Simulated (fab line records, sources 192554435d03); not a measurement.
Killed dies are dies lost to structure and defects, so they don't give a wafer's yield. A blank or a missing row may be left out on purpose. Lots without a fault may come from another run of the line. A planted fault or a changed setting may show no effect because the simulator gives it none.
Chamber matching | flow n5_finfet | N5_SDB_CUT_ETCH_26 on rie_si-05: 4 sister chambers
The step etches Si in HBr/Cl2/O2, target depth 129.6 nm, bt time 20 s, time 51.8 s. 4 wafers are shown with their chamber, then 9 later ones without.

WAFERS WITH THEIR CHAMBER
wafer  | chamber | throttle_valve_pct (%)
L087.6 | 2       | 37.50
L091.1 | 3       | 37.21
L091.2 | 1       | 37.44
L091.3 | 0       | 37.68

WAFERS WITHOUT THEIR CHAMBER
wafer  | throttle_valve_pct (%)
L093.1 | 37.69
L093.2 | 37.50
L093.6 | 37.22
L094.1 | 37.69
L094.2 | 37.50
L094.6 | 37.51
L096.2 | 37.51
L096.5 | 37.44
L096.6 | 37.51

WHICH CHAMBER EACH WENT THROUGH
wafer  | from the rows above | in truth
L093.1 | 0                   | 0
L093.2 | 2                   | 2
L093.6 | 3                   | 3
L094.1 | 0                   | 0
L094.2 | 2                   | 2
L094.6 | 2                   | 2
L096.2 | 2                   | 2
L096.5 | 1                   | 1
L096.6 | 2                   | 2
Placed correctly: 9 of 9. Can't be placed from these rows: 0. Placed wrongly: 0.
How it was worked out, from the rows above alone: a wafer's distance from a chamber is the root of the sum, over the readings, of the square of ((its reading less the chamber's mean) divided by the reading's scatter). The wafer belongs to the nearest chamber; if the next one is less than 2 further off, it can't be placed. A chamber's mean is the mean of its shown wafers. The scatter: with one shown wafer a chamber, the root of the mean of the squares of how far each hidden wafer lies from its nearest shown one.
